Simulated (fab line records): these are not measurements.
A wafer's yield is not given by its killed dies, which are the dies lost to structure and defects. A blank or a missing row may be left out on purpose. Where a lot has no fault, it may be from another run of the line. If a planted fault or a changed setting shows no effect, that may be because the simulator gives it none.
fab line records	flow nandHarc
record: lots: 7	wafers: 21	lastDay: 34
route steps=1302 shown A_M1@1181 END@1302
lots that met no fault: from a run of the same line without faults
startH: start of the lot's first displayed wafer, in hours after the record's first day	waitH: hours elapsed since this lot's preceding step	" identical to the entry in the row above	L1.1+2: a row that stands for several wafers	- no value, or no start given	* or withheld: withheld	< > ~ a bound
route shown NAME@n: names a module that has steps shown in the file, with the first one's number in the route	usual: mean/standard deviation of fault-free wafers	same: alike in all rows	chamber/n: place in a boat	sites: readings site by site	_std_site: how widely they spread, as a standard deviation	_edge_site: outer sites' mean less inner sites'	radiusMm: how far each site lies from the wafer's centre	mask NAME#n: copy n	behind: tool/chamber where the wafer was last shaped	hold: reason for holding the lot/hours on hold/outcome of the hold	device: the n, p or np transistor that did not switch	end of line: the tests these same wafers got at the end of their route	step lacking rows: just its recipe	killed: the dies lost at the first sort to structure and to defects; this is not the yield of the wafer	map: shows each die of a wafer: x if killed, . if not, _ if none is there
set.NAME: the run value of the setting; set.NAME@STEP: its run value at that earlier step	model.NAME: the simulator's own value behind a step, which no gauge read
certain route steps with their lots: each step a table, each wafer a row
services: from which hour (startH, from the record's first day; less than 0 if before it) a tool's chamber was out of use, for how many hours, and why
== steps ==
step: NHARC_A_M1_INSPECT_11
usual: rawDefectCount: 92/49
lot.wafer	tool	chamber	startH	waitH	rawDefectCount
L309.3	defectInspect-02	-	530.49	0.0	149
L309.4	"	-	"	"	148
L309.5	"	-	"	"	154
L314.1	defectInspect-02	-	568.67	0.0	153
L314.5	"	-	"	"	154
L314.6	"	-	"	"	155
L326.1	defectInspect-02	-	713.91	0.0	95
L326.2	"	-	"	"	78
L326.3	"	-	"	"	75
L327.2	defectInspect-02	-	717.19	0.0	92
L327.4	"	-	"	"	88
L327.6	"	-	"	"	89
L328.1	defectInspect-02	-	723.49	0.0	153
L328.3	"	-	"	"	135
L328.4	"	-	"	"	167
L332.1	defectInspect-02	-	742.39	0.0	48
L332.5	"	-	"	"	42
L332.6	"	-	"	"	40
L330.2	defectInspect-02	-	764.42	0.0	50
L330.3	"	-	"	"	39
L330.5	"	-	"	"	44
step: NHARC_A_M1_DESCUM_14
recipe: timeS: 3	o2FlowSccm: 200	arFlowSccm: 0	biasPowerW: 0	chemistry: O2
step: NHARC_A_M1_ETCH_35
recipe: targetDepthA: 400	overetchA: 120	timeS: 43.94	ionEnergyEv: 200	n2FlowSccm: 150	h2FlowSccm: 150	arFlowSccm: 0	rfW: 400	biasW: 150	chemistry: N2/H2
usual: biasW: 150.0/0.5	drypumpMotorCurrentA: 5.8/0.46	oesProductAu: 1.000/0.011	rfVppV: 431.7/2.4	showerheadPlenumPTorr: 2.09/0.087	throttleValvePct: 14.173/0.0095
lot.wafer	tool	chamber	startH	waitH	biasW	drypumpMotorCurrentA	oesProductAu	rfHoursCounterH	rfVppV	showerheadPlenumPTorr	throttleValvePct
L309.3	rieDiel-08	3	530.64	0.1	150.2	6.3	0.999	7.4	433.0	2.14	14.179
L309.4	"	0	"	"	149.6	5.6	1.026	6.5	436.1	2.20	14.175
L309.5	"	3	"	"	150.7	6.3	0.998	-	432.8	2.14	14.180
L314.1	rieDiel-04	1	568.82	0.1	148.9	5.9	0.986	1.6	433.9	2.17	14.176
L314.5	"	1	"	"	149.4	5.9	0.994	-	433.3	2.17	14.186
L314.6	"	2	"	"	149.7	5.4	1.011	-	434.9	2.18	14.170
L326.1	rieDiel-01	3	714.06	0.1	150.5	6.2	1.009	3.5	432.7	2.07	14.182
L326.2	"	0	"	"	150.3	5.5	0.993	3.5	435.1	2.18	14.175
L326.3	"	2	"	"	150.0	6.1	0.983	3.5	430.7	2.02	14.176
L327.2	rieDiel-01	1	717.35	0.1	150.8	5.1	0.980	3.1	428.7	1.99	14.187
L327.4	"	2	"	"	150.1	6.1	0.992	3.6	428.6	2.02	14.186
L327.6	"	0	"	"	149.3	5.5	1.002	-	434.5	2.18	14.177
L328.1	rieDiel-01	1	723.64	0.1	150.8	5.1	0.983	3.3	429.7	1.99	14.171
L328.4	"	2	"	"	149.9	6.1	0.989	3.8	430.8	2.02	14.175
L328.3	"	3	"	"	149.8	6.2	1.017	3.8	431.8	2.07	14.187
L332.1	rieDiel-04	2	742.55	0.1	150.7	5.4	0.992	1.1	433.3	2.18	14.188
L332.6	"	0	"	"	150.1	4.9	1.003	-	429.3	1.99	14.173
L332.5	"	1	"	"	150.2	5.9	1.001	-	432.9	2.17	14.170
L330.2	rieDiel-01	2	764.58	0.1	149.6	6.1	0.977	0.7	430.1	2.02	14.174
L330.3	"	3	"	"	149.8	6.2	1.015	0.5	431.3	2.07	14.155
L330.5	"	1	"	"	150.3	5.1	1.001	-	429.3	1.99	14.163
step: NHARC_A_M1_ETCH_15
recipe: targetDepthA: 1825	timeS: 91.2	c4f8FlowSccm: withheld	arFlowSccm: 400	rfW: 600	biasW: 300	chemistry: C4F8/Ar
usual: biasW: 300.0/0.86	oesProductAu: 0.942/0.022	rfVppV: 441.9/2.6
lot.wafer	tool	chamber	startH	waitH	biasW	oesProductAu	rfHoursCounterH	rfVppV
L309.3	rieDiel-08	0	-	-	300.0	0.944	6.5	445.3
L309.4	"	1	"	"	300.2	0.921	7.0	435.4
L309.5	"	0	"	"	299.9	0.932	-	444.5
L314.1	rieDiel-04	1	-	-	299.4	0.957	1.6	444.7
L314.6	"	1	"	"	299.6	0.955	-	444.0
L314.5	"	2	"	"	300.0	0.957	-	444.3
L326.3	rieDiel-01	2	-	-	297.3	0.915	3.6	440.1
L326.1	"	3	"	"	300.6	0.940	3.6	441.2
L326.2	"	0	"	"	300.0	0.923	3.6	443.6
L327.4	rieDiel-01	3	-	-	300.6	0.943	3.7	440.9
L327.2	"	0	"	"	297.6	0.928	3.7	443.8
L327.6	"	2	"	"	299.9	0.920	-	440.3
L328.3	rieDiel-01	3	-	-	299.5	0.947	3.8	442.1
L328.4	"	1	"	"	300.7	0.918	3.3	441.0
L328.1	"	2	"	"	300.8	0.917	3.8	441.5
L332.1	rieDiel-04	1	-	-	300.4	0.927	1.3	444.2
L332.6	"	0	"	"	300.0	0.914	-	440.5
L332.5	"	1	"	"	299.8	0.935	-	444.5
L330.3	rieDiel-01	0	-	-	298.7	0.961	0.7	445.9
L330.2	"	2	"	"	300.9	0.952	0.7	440.8
L330.5	"	0	"	"	300.8	0.962	-	445.1
step: NHARC_A_M1_CD_MEAS_16
usual: cdNm: 119.4/1
lot.wafer	tool	chamber	startH	waitH	cdNm
L309.3	cdSem-02	-	530.86	-	119.3
L309.4	"	-	"	"	120.5
L309.5	"	-	"	"	120.7
L314.1	cdSem-02	-	569.03	-	119.0
L314.5	"	-	"	"	120.6
L314.6	"	-	"	"	119.5
L326.1	cdSem-03	-	714.28	-	120.3
L326.2	"	-	"	"	122.0
L326.3	"	-	"	"	120.3
L327.2	cdSem-01	-	717.56	-	119.7
L327.4	"	-	"	"	118.2
L327.6	"	-	"	"	120.5
L328.1	cdSem-03	-	723.85	-	118.1
L328.3	"	-	"	"	119.7
L328.4	"	-	"	"	119.8
L332.1	cdSem-02	-	742.76	-	121.2
L332.5	"	-	"	"	120.2
L332.6	"	-	"	"	119.5
L330.2	cdSem-02	-	764.79	-	118.7
L330.3	"	-	"	"	120.4
L330.5	"	-	"	"	119.1
step: NHARC_A_M1_STRIP_18
recipe: powerW: 1000	n2FlowSccm: 150	h2FlowSccm: 150	arFlowSccm: 0	biasW: 0	chemistry: N2/H2
step: NHARC_A_M1_ETCH_28
recipe: targetDepthA: 300	overEtchFrac: 0.3	timeS: 72.99	ionEnergyEv: 150	cf4FlowSccm: 50	n2FlowSccm: 100	arFlowSccm: 150	rfW: 300	biasW: 100	chemistry: CF4/N2
usual: biasW: 100.01/0.27	drypumpMotorCurrentA: 5.7/0.46	oesProductAu: 0.999/0.011	rfVppV: 315.2/1.9	showerheadPlenumPTorr: 2.68/0.11	throttleValvePct: 19.794/0.01
lot.wafer	tool	chamber	startH	waitH	biasW	drypumpMotorCurrentA	oesProductAu	rfHoursCounterH	rfVppV	showerheadPlenumPTorr	throttleValvePct
L309.3	rieDiel-04	1	-	-	99.89	5.8	0.981	8.5	316.6	2.78	19.797
L309.5	"	2	"	"	100.32	5.4	0.994	-	318.1	2.80	19.786
L309.4	"	1	"	"	99.99	5.8	0.982	-	317.2	2.78	19.791
L314.1	rieDiel-08	2	-	-	100.23	6.5	0.994	1.3	314.3	2.71	19.794
L314.5	"	3	"	"	100.27	6.2	0.982	-	316.7	2.74	19.791
L314.6	"	0	"	"	100.02	5.6	1.010	-	316.1	2.81	19.772
L326.1	rieDiel-08	3	-	-	100.12	6.3	0.980	10.3	316.9	2.74	19.792
L326.2	"	0	"	"	100.36	5.6	1.003	8.8	316.8	2.81	19.774
L326.3	"	1	"	"	99.90	5.9	0.996	9.5	311.8	2.49	19.814
L327.4	rieDiel-08	3	-	-	100.42	6.3	0.997	11.0	314.4	2.74	19.806
L327.2	"	0	"	"	99.58	5.6	1.015	9.4	317.3	2.81	19.785
L327.6	"	3	"	"	100.02	6.3	1.006	-	315.9	2.74	19.797
L328.3	rieDiel-01	0	-	-	100.12	5.6	1.005	4.0	317.1	2.79	19.807
L328.4	"	1	"	"	99.76	5.1	1.002	3.4	313.7	2.57	19.801
L328.1	"	2	"	"	99.77	6.1	0.991	3.9	313.8	2.60	19.829
L332.1	rieDiel-04	1	-	-	99.97	5.9	1.005	1.4	316.7	2.78	19.807
L332.5	"	2	"	"	99.81	5.4	0.976	-	314.9	2.79	19.770
L332.6	"	3	"	"	99.77	5.5	0.991	-	314.3	2.57	19.808
L330.2	rieDiel-08	3	-	-	100.28	6.3	0.984	0.5	316.0	2.74	19.803
L330.3	"	2	"	"	99.33	6.5	0.974	0.6	316.1	2.70	19.787
L330.5	"	0	"	"	100.13	5.6	0.985	-	317.1	2.81	19.785
step: NHARC_A_M1_STRIP_19
recipe: timeS: 600	tempC: 30	chemistry: postEtchResidueRemover
step: NHARC_A_M1_DEGAS_29
recipe: tempC: 250	timeS: 60
usual: heaterPowerW: 347/37
lot.wafer	tool	chamber	startH	waitH	heaterPowerW
L309.4	pvdSputter-01	-	531.66	-	384
L309.3	"	-	"	"	360
L309.5	"	-	"	"	382
L314.1	pvdSputter-01	-	569.83	-	387
L314.6	"	-	"	"	354
L314.5	"	-	"	"	385
L326.3	pvdSputter-03	-	715.00	-	356
L326.2	"	-	"	"	271
L326.1	"	-	"	"	399
L327.2	pvdSputter-01	-	718.28	-	327
L327.4	"	-	"	"	373
L327.6	"	-	"	"	335
L328.4	pvdSputter-03	-	724.57	-	350
L328.1	"	-	"	"	320
L328.3	"	-	"	"	392
L332.1	pvdSputter-01	-	743.50	-	356
L332.5	"	-	"	"	379
L332.6	"	-	"	"	330
L330.3	pvdSputter-03	-	765.50	-	359
L330.2	"	-	"	"	381
L330.5	"	-	"	"	275
step: NHARC_A_M1_PRE_CLEAN_30
recipe: timeS: 30	tempC: 280	gas: H2/He
usual: heaterPowerW: 427/47
lot.wafer	tool	chamber	startH	waitH	heaterPowerW
L309.4	pvdSputter-01	-	-	-	432
L309.3	"	-	"	"	468
L309.5	"	-	"	"	439
L314.1	pvdSputter-01	-	-	-	473
L314.6	"	-	"	"	432
L314.5	"	-	"	"	456
L326.2	pvdSputter-03	-	-	-	488
L326.1	"	-	"	"	429
L326.3	"	-	"	"	340
L327.4	pvdSputter-01	-	-	-	462
L327.2	"	-	"	"	405
L327.6	"	-	"	"	474
L328.4	pvdSputter-03	-	-	-	443
L328.3	"	-	"	"	331
L328.1	"	-	"	"	403
L332.1	pvdSputter-01	-	-	-	402
L332.6	"	-	"	"	463
L332.5	"	-	"	"	405
L330.2	pvdSputter-03	-	-	-	426
L330.3	"	-	"	"	397
L330.5	"	-	"	"	436
step: NHARC_A_M1_PVD_20
recipe: targetThkA: 50	biasV: 168.6	powerW: 15000	chamberPressurePa: 0.12	timeS: 8.06	substrateTempC: 50	material: TaN
step: NHARC_A_M1_PVD_21
recipe: targetThkA: 300	chamberPressurePa: 5	powerW: 5000	substrateTempC: 30	timeS: 20.49	material: Cu
step: NHARC_A_M1_ECD_22
recipe: targetThkA: 4000	bathTempC: 25	material: Cu
usual: bathHeatDutyPct: 5.8/0.59	bathTempC: 25.01/0.11
lot.wafer	tool	chamber	startH	waitH	bathHeatDutyPct	bathTempC
L309.4	ecdCu-01	0	532.13	-	6.5	25.14
L309.3	"	1	"	"	5.6	24.99
L309.5	"	1	"	"	5.3	24.78
L314.1	ecdCu-02	1	570.17	-	5.7	24.93
L314.5	"	1	"	"	6.7	25.09
L314.6	"	0	"	"	4.6	25.14
L326.2	ecdCu-02	0	715.36	-	-	-
L326.1	"	1	"	"	-	-
L326.3	"	0	"	"	-	-
L327.2	ecdCu-01	1	718.64	-	-	-
L327.4	"	0	"	"	-	-
L327.6	"	1	"	"	-	-
L328.1	ecdCu-01	1	725.38	-	-	-
L328.4	"	0	"	"	-	-
L328.3	"	1	"	"	-	-
L332.1	ecdCu-02	1	743.89	-	5.3	25.26
L332.5	"	0	"	"	5.0	25.13
L332.6	"	1	"	"	6.3	24.88
L330.2	ecdCu-02	1	765.86	-	5.6	24.96
L330.3	"	0	"	"	5.2	24.87
L330.5	"	0	"	"	5.3	24.88
step: NHARC_A_M1_ANNEAL_31
recipe: tempC: 225	timeS: 90
step: NHARC_A_M1_CMP_23
recipe: tOverpolishS: 20	targetThkNm: 154.34
usual: motorCurrentA: 11.9/1.2	timeToEndpointS: 29/4.2
same: tOverpolishS: 20
lot.wafer	tool	chamber	startH	waitH	motorCurrentA	timeToEndpointS
L309.4	cmp-03	3	532.76	-	12.2	24
L309.3	"	2	"	"	11.1	25
L309.5	"	3	"	"	12.3	26
L314.1	cmp-02	0	570.89	-	11.4	29
L314.6	"	0	"	"	12.3	28
L314.5	"	1	"	"	14.4	20
L326.1	cmp-01	2	716.09	-	11.6	7
L326.2	"	3	"	"	12.2	5
L326.3	"	0	"	"	13.3	4
L327.4	cmp-01	3	719.39	-	12.6	7
L327.2	"	1	"	"	10.0	6
L327.6	"	3	"	"	12.4	5
L328.3	cmp-01	0	726.05	-	12.9	4
L328.1	"	1	"	"	10.1	5
L328.4	"	2	"	"	11.6	6
L332.1	cmp-01	3	744.65	-	12.4	33
L332.5	"	0	"	"	14.4	32
L332.6	"	1	"	"	10.1	35
L330.2	cmp-01	1	766.58	-	10.5	32
L330.3	"	2	"	"	11.5	31
L330.5	"	2	"	"	11.1	31
step: NHARC_A_M1_THK_MEAS_24
recipe: thkMeasGauge: xrf
usual: thkNm: 154.6/1.8
lot.wafer	tool	chamber	startH	waitH	thkNm
L309.3	filmMetro-02	-	533.08	-	151.0
L309.4	"	-	"	"	152.8
L309.5	"	-	"	"	154.6
L314.1	filmMetro-02	-	571.21	-	154.3
L314.5	"	-	"	"	153.4
L314.6	"	-	"	"	155.8
L326.1	filmMetro-02	-	716.41	-	28.9
L326.2	"	-	"	"	27.3
L326.3	"	-	"	"	30.2
L327.2	filmMetro-02	-	719.68	-	29.5
L327.4	"	-	"	"	29.8
L327.6	"	-	"	"	29.7
L328.1	filmMetro-01	-	726.37	-	30.0
L328.3	"	-	"	"	30.4
L328.4	"	-	"	"	28.6
L332.1	filmMetro-02	-	744.88	-	158.3
L332.5	"	-	"	"	156.1
L332.6	"	-	"	"	156.0
L330.2	filmMetro-02	-	766.90	-	156.3
L330.3	"	-	"	"	155.1
L330.5	"	-	"	"	153.5
step: NHARC_A_M1_SRD_25
step: NHARC_END_SORT_01
recipe: tempC: 25
usual: defectLimitedYield: 90/4.1	killedAtArray: 63/27	killedAtOther: 0.7/1.2	killedAtPeriphery: 3.1/2	killedDies: 67/28	killedOpen: 3.0/1.9	killedShort: 2.2/1.5
same: grossDies: 677
lot.wafer	tool	chamber	startH	waitH	defectLimitedYield[%]	killedAtArray	killedAtOther	killedAtPeriphery	killedDies	killedOpen	killedShort
L309.3	prober-01	0	572.53	3.1	86	95	1	1	97	0	6
L309.4	prober-01	0	573.34	3.4	85	98	0	2	100	3	0
L309.5	prober-01	0	574.16	3.8	88	78	0	0	78	2	1
L314.1	prober-01	0	605.55	2.5	85	96	2	4	102	2	0
L314.5	prober-01	0	608.74	3.7	84	102	1	5	108	2	4
L314.6	prober-01	0	609.54	4.0	84	101	2	4	107	2	1
L326.1	prober-02	0	749.76	2.4	0	675	1	1	677	1	3
L326.2	prober-02	0	750.56	2.8	0	673	0	4	677	4	2
L326.3	prober-02	0	751.36	3.1	0	676	0	1	677	1	0
L327.2	prober-01	0	750.64	2.8	0	671	0	6	677	4	2
L327.4	prober-01	0	752.22	3.4	0	671	1	5	677	4	2
L327.6	prober-01	0	753.81	4.0	0	673	0	4	677	4	4
L328.1	prober-02	0	771.54	2.5	0	676	0	1	677	2	2
L328.3	prober-02	0	773.14	3.1	0	674	1	2	677	3	3
L328.4	prober-02	0	773.94	3.4	0	676	0	1	677	4	4
L332.1	prober-02	0	791.00	2.5	94	38	2	0	40	0	1
L332.5	prober-02	0	794.19	3.7	94	35	3	3	41	3	1
L332.6	prober-02	0	794.99	4.0	94	33	0	7	40	4	2
L330.2	prober-01	0	809.74	2.8	92	48	0	3	51	1	2
L330.3	prober-01	0	810.54	3.1	94	40	0	4	44	3	3
L330.5	prober-01	0	812.13	3.7	94	42	0	2	44	3	0
killed by level:class
L309.3 A_CHANNEL_HOLE_D1:chamberFilmFlake=31 A_CHANNEL_HOLE_D2:chamberFilmFlake=31 A_SLIT:chamberFilmFlake=18 A_CHANNEL_FILL_D2:chamberFilmFlake=6 A_CONTACT:chamberFilmFlake=3 A_ONON_D2:geometricParticle:short=2 A_CHANNEL_FILL_D1:geometricParticle:short=1 A_DECK1_JOINT:geometricParticle:short=1
L309.4 A_CHANNEL_HOLE_D1:chamberFilmFlake=29 A_SLIT:chamberFilmFlake=27 A_CHANNEL_HOLE_D2:chamberFilmFlake=27 A_CHANNEL_FILL_D2:chamberFilmFlake=6 P_STI:chamberFilmFlake=2 A_STAIRCASE:chamberFilmFlake=2 A_WL_FILL:chamberFilmFlake=2 A_CONTACT:chamberFilmFlake=2
L309.5 A_SLIT:chamberFilmFlake=29 A_CHANNEL_HOLE_D1:chamberFilmFlake=27 A_CHANNEL_HOLE_D2:chamberFilmFlake=13 A_CHANNEL_FILL_D2:chamberFilmFlake=3 A_CONTACT:chamberFilmFlake=2 A_CHANNEL_HOLE_D2:geometricParticle:short=1 A_CONTACT:geometricParticle:open=1 A_M1:geometricParticle:open=1
L314.1 A_CHANNEL_HOLE_D2:chamberFilmFlake=32 A_SLIT:chamberFilmFlake=31 A_CHANNEL_HOLE_D1:chamberFilmFlake=27 A_CHANNEL_FILL_D1:chamberFilmFlake=2 A_DECK1_JOINT:chamberFilmFlake=2 P_M0:geometricParticle:open=1 A_DECK1_JOINT:geometricParticle:open=1 P_ZERO_WELL:chamberFilmFlake=1
L314.5 A_SLIT:chamberFilmFlake=32 A_CHANNEL_HOLE_D1:chamberFilmFlake=30 A_CHANNEL_HOLE_D2:chamberFilmFlake=29 P_GATE:chamberFilmFlake=3 A_CONTACT:chamberFilmFlake=3 A_ONON_D2:geometricParticle:short=2 P_CONTACT:geometricParticle:open=1 A_CHANNEL_HOLE_D1:geometricParticle:short=1
L314.6 A_CHANNEL_HOLE_D1:chamberFilmFlake=34 A_CHANNEL_HOLE_D2:chamberFilmFlake=31 A_SLIT:chamberFilmFlake=28 P_GATE:chamberFilmFlake=3 A_STAIRCASE:chamberFilmFlake=2 A_M1:chamberFilmFlake=2 A_ONON_D2:geometricParticle:short=1 A_WL_FILL:geometricParticle:open=1
L326.1 A_M1:areaEcd=622 A_SLIT:chamberFilmFlake=36 A_CHANNEL_HOLE_D1:chamberFilmFlake=7 A_SGD_CUT:chamberFilmFlake=5 A_CONTACT:chamberFilmFlake=2 P_M0:geometricParticle:short=1 A_DECK1_JOINT:geometricParticle:short=1 A_M0:geometricParticle:open=1
L326.2 A_M1:areaEcd=621 A_SLIT:chamberFilmFlake=26 A_CHANNEL_HOLE_D1:chamberFilmFlake=11 A_SGD_CUT:chamberFilmFlake=7 A_CHANNEL_FILL_D2:chamberFilmFlake=3 P_M0:geometricParticle:short=2 A_CONTACT:chamberFilmFlake=2 P_GATE:geometricParticle:open=1
L327.2 A_M1:areaEcd=614 A_SLIT:chamberFilmFlake=27 A_CONTACT:chamberFilmFlake=15 A_CHANNEL_HOLE_D1:chamberFilmFlake=12 P_GATE:geometricParticle:open=2 P_STI:geometricParticle:short=1 P_M1:geometricParticle:open=1 A_WL_FILL:geometricParticle:open=1
L326.3 A_M1:areaEcd=630 A_SLIT:chamberFilmFlake=30 A_SGD_CUT:chamberFilmFlake=8 A_CHANNEL_HOLE_D1:chamberFilmFlake=7 P_M0:geometricParticle:open=1 A_CONTACT:chamberFilmFlake=1
L327.4 A_M1:areaEcd=604 A_SLIT:chamberFilmFlake=35 A_CONTACT:chamberFilmFlake=16 A_CHANNEL_HOLE_D1:chamberFilmFlake=8 A_WL_FILL:geometricParticle:short=2 P_STI:chamberFilmFlake=2 A_CHANNEL_HOLE_D2:chamberFilmFlake=2 P_GATE:geometricParticle:open=1
L327.6 A_M1:areaEcd=614 A_SLIT:chamberFilmFlake=31 A_CHANNEL_HOLE_D1:chamberFilmFlake=12 A_CONTACT:chamberFilmFlake=8 P_CONTACT:geometricParticle:short=1 P_CONTACT:geometricParticle:open=1 P_M0:geometricParticle:open=1 A_SOURCE_PLATE:geometricParticle:short=1
L328.1 A_M1:areaEcd=584 A_CHANNEL_HOLE_D1:chamberFilmFlake=36 A_SLIT:chamberFilmFlake=28 A_CHANNEL_HOLE_D2:chamberFilmFlake=19 A_CONTACT:chamberFilmFlake=5 P_CONTACT:geometricParticle:short=1 A_DECK1_JOINT:geometricParticle:short=1 A_CONTACT:geometricParticle:open=1
L328.3 A_M1:areaEcd=594 A_CHANNEL_HOLE_D1:chamberFilmFlake=28 A_SLIT:chamberFilmFlake=24 A_CHANNEL_HOLE_D2:chamberFilmFlake=13 A_CONTACT:chamberFilmFlake=5 A_ZERO_WELL:chamberFilmFlake=4 P_CONTACT:geometricParticle:open=1 P_M0:geometricParticle:open=1
L328.4 A_M1:areaEcd=582 A_CHANNEL_HOLE_D1:chamberFilmFlake=34 A_SLIT:chamberFilmFlake=28 A_CHANNEL_HOLE_D2:chamberFilmFlake=17 A_CONTACT:chamberFilmFlake=5 A_WL_FILL:geometricParticle:short=2 A_CHANNEL_HOLE_D1:geometricParticle:short=1 A_CHANNEL_FILL_D1:geometricParticle:open=1
L332.1 A_CHANNEL_HOLE_D1:chamberFilmFlake=21 A_SLIT:chamberFilmFlake=11 A_CHANNEL_HOLE_D2:chamberFilmFlake=2 A_CONTACT:chamberFilmFlake=2 THIN_TSV:chamberFilmFlake=2 A_CHANNEL_HOLE_D1:geometricParticle:short=1 A_STAIRCASE:chamberFilmFlake=1
L332.5 A_CHANNEL_HOLE_D1:chamberFilmFlake=17 A_SLIT:chamberFilmFlake=7 A_CONTACT:chamberFilmFlake=3 P_CONTACT:chamberFilmFlake=2 A_CHANNEL_HOLE_D2:chamberFilmFlake=2 THIN_TSV:chamberFilmFlake=2 P_STI:geometricParticle:short=1 A_CHANNEL_HOLE_D1:geometricParticle:open=1
L332.6 A_CHANNEL_HOLE_D1:chamberFilmFlake=17 A_SLIT:chamberFilmFlake=6 A_STAIRCASE:chamberFilmFlake=3 P_GATE:chamberFilmFlake=2 P_BONDPAD:chamberFilmFlake=2 A_CHANNEL_HOLE_D2:chamberFilmFlake=2 A_CONTACT:chamberFilmFlake=2 P_GATE:geometricParticle:open=1
L330.2 A_CHANNEL_HOLE_D1:chamberFilmFlake=19 A_CONTACT:chamberFilmFlake=9 A_SLIT:chamberFilmFlake=7 A_SGD_CUT:chamberFilmFlake=4 P_ZERO_WELL:chamberFilmFlake=3 A_CHANNEL_FILL_D1:chamberFilmFlake=3 A_STAIRCASE:chamberFilmFlake=2 A_ONON_D1:geometricParticle:short=1
L330.3 A_CHANNEL_HOLE_D1:chamberFilmFlake=18 A_SLIT:chamberFilmFlake=5 P_ZERO_WELL:chamberFilmFlake=3 A_CHANNEL_HOLE_D2:chamberFilmFlake=3 A_STAIRCASE:chamberFilmFlake=3 A_WL_FILL:chamberFilmFlake=3 A_CONTACT:chamberFilmFlake=3 A_ONON_D1:geometricParticle:short=2
L330.5 A_CHANNEL_HOLE_D1:chamberFilmFlake=16 A_DECK1_JOINT:chamberFilmFlake=5 A_SLIT:chamberFilmFlake=5 A_CHANNEL_HOLE_D2:chamberFilmFlake=3 A_SGD_CUT:chamberFilmFlake=3 A_CONTACT:chamberFilmFlake=3 P_ZERO_WELL:chamberFilmFlake=2 A_M1:chamberFilmFlake=2
map L326.1 (x killed, . not)
____________x____________
_________xxxxxxx_________
_______xxxxxxxxxxx_______
______xxxxxxxxxxxxx______
_____xxxxxxxxxxxxxxx_____
____xxxxxxxxxxxxxxxxx____
____xxxxxxxxxxxxxxxxx____
___xxxxxxxxxxxxxxxxxxx___
___xxxxxxxxxxxxxxxxxxx___
__xxxxxxxxxxxxxxxxxxxxx__
__xxxxxxxxxxxxxxxxxxxxx__
_xxxxxxxxxxxxxxxxxxxxxxx_
_xxxxxxxxxxxxxxxxxxxxxxx_
_xxxxxxxxxxxxxxxxxxxxxxx_
_xxxxxxxxxxxxxxxxxxxxxxx_
_xxxxxxxxxxxxxxxxxxxxxxx_
xxxxxxxxxxxxxxxxxxxxxxxxx
xxxxxxxxxxxxxxxxxxxxxxxxx
xxxxxxxxxxxxxxxxxxxxxxxxx
xxxxxxxxxxxxxxxxxxxxxxxxx
xxxxxxxxxxxxxxxxxxxxxxxxx
_xxxxxxxxxxxxxxxxxxxxxxx_
_xxxxxxxxxxxxxxxxxxxxxxx_
_xxxxxxxxxxxxxxxxxxxxxxx_
_xxxxxxxxxxxxxxxxxxxxxxx_
_xxxxxxxxxxxxxxxxxxxxxxx_
__xxxxxxxxxxxxxxxxxxxxx__
__xxxxxxxxxxxxxxxxxxxxx__
___xxxxxxxxxxxxxxxxxxx___
___xxxxxxxxxxxxxxxxxxx___
____xxxxxxxxxxxxxxxxx____
____xxxxxxxxxxxxxxxxx____
_____xxxxxxxxxxxxxxx_____
______xxxxxxxxxxxxx______
_______xxxxxxxxxxx_______
_________xxxxxxx_________
____________x____________
map L327.2 (x killed, . not)
____________x____________
_________xxxxxxx_________
_______xxxxxxxxxxx_______
______xxxxxxxxxxxxx______
_____xxxxxxxxxxxxxxx_____
____xxxxxxxxxxxxxxxxx____
____xxxxxxxxxxxxxxxxx____
___xxxxxxxxxxxxxxxxxxx___
___xxxxxxxxxxxxxxxxxxx___
__xxxxxxxxxxxxxxxxxxxxx__
__xxxxxxxxxxxxxxxxxxxxx__
_xxxxxxxxxxxxxxxxxxxxxxx_
_xxxxxxxxxxxxxxxxxxxxxxx_
_xxxxxxxxxxxxxxxxxxxxxxx_
_xxxxxxxxxxxxxxxxxxxxxxx_
_xxxxxxxxxxxxxxxxxxxxxxx_
xxxxxxxxxxxxxxxxxxxxxxxxx
xxxxxxxxxxxxxxxxxxxxxxxxx
xxxxxxxxxxxxxxxxxxxxxxxxx
xxxxxxxxxxxxxxxxxxxxxxxxx
xxxxxxxxxxxxxxxxxxxxxxxxx
_xxxxxxxxxxxxxxxxxxxxxxx_
_xxxxxxxxxxxxxxxxxxxxxxx_
_xxxxxxxxxxxxxxxxxxxxxxx_
_xxxxxxxxxxxxxxxxxxxxxxx_
_xxxxxxxxxxxxxxxxxxxxxxx_
__xxxxxxxxxxxxxxxxxxxxx__
__xxxxxxxxxxxxxxxxxxxxx__
___xxxxxxxxxxxxxxxxxxx___
___xxxxxxxxxxxxxxxxxxx___
____xxxxxxxxxxxxxxxxx____
____xxxxxxxxxxxxxxxxx____
_____xxxxxxxxxxxxxxx_____
______xxxxxxxxxxxxx______
_______xxxxxxxxxxx_______
_________xxxxxxx_________
____________x____________
== services ==
tool	chamber	startH	hours	kind
rieDiel-04	3	523.65	7.9	repair
pvdSputter-03	-	526.00	10.0	pm
cmp-01	-	530.77	0.4	repair
rieDiel-04	-	531.90	9.0	pm
rieDiel-08	-	545.00	9.0	pm
rieDiel-01	1	549.92	6.3	repair
rieDiel-01	-	557.80	9.0	pm
cmp-01	-	561.35	0.3	repair
rieDiel-08	1	566.78	5.1	repair
rieDiel-01	1	569.85	12.2	repair
pvdSputter-03	-	570.01	1.0	repair
pvdSputter-01	-	582.00	10.0	pm
rieDiel-04	1	602.61	19.7	repair
rieDiel-08	1	669.36	9.8	repair
pvdSputter-03	-	680.47	1.1	repair
rieDiel-08	3	681.31	1.7	repair
rieDiel-04	0	683.46	3.4	repair
rieDiel-08	0	697.74	14.3	repair
pvdSputter-03	-	704.00	10.0	pm
rieDiel-04	-	708.90	9.0	pm
rieDiel-08	-	722.00	9.0	pm
pvdSputter-03	-	725.80	8.4	repair
rieDiel-01	-	734.80	9.0	pm
pvdSputter-01	-	760.00	10.0	pm
== key ==
firstSign: step: NHARC_A_M1_ECD_22	reading: toolRecord	direction: missing
effect: step: NHARC_A_M1_CMP_23	reading: timeToEndpointS	direction: down	sigmas: 5.7	usual: *	struck: *
effect: step: NHARC_A_M1_THK_MEAS_24	reading: thkNm	direction: down	sigmas: 71	usual: 154.6	struck: 29.4
effect: step: NHARC_END_SORT_01	reading: killedAtArray	direction: up	sigmas: 22	usual: 63	struck: 674
moreKillsBornAt: NHARC_A_M1_ECD_22@ecdCu-01: 3592	NHARC_A_M1_ECD_22@ecdCu-02: 1873
metAt NHARC_A_M1_ECD_22
struckWafers L326.1,L326.2,L326.3,L327.2,L327.4,L327.6,L328.1,L328.3,L328.4
laterRowsLeftOut L326.1,L326.2,L326.3,L327.2,L327.4,L327.6,L328.1,L328.3,L328.4
onsetBetween 570.17 715.36
fault: kind: skippedStepWhole	tool: ecdCu-01,ecdCu-02	chamber: -	onsetH: 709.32	steps: NHARC_A_M1_ECD_22	scope: struckLotsOnly
laterRowsLeftOut: the simulator's readings of these wafers behind a module that went badly wrong aren't trusted and aren't shown, but for the sort
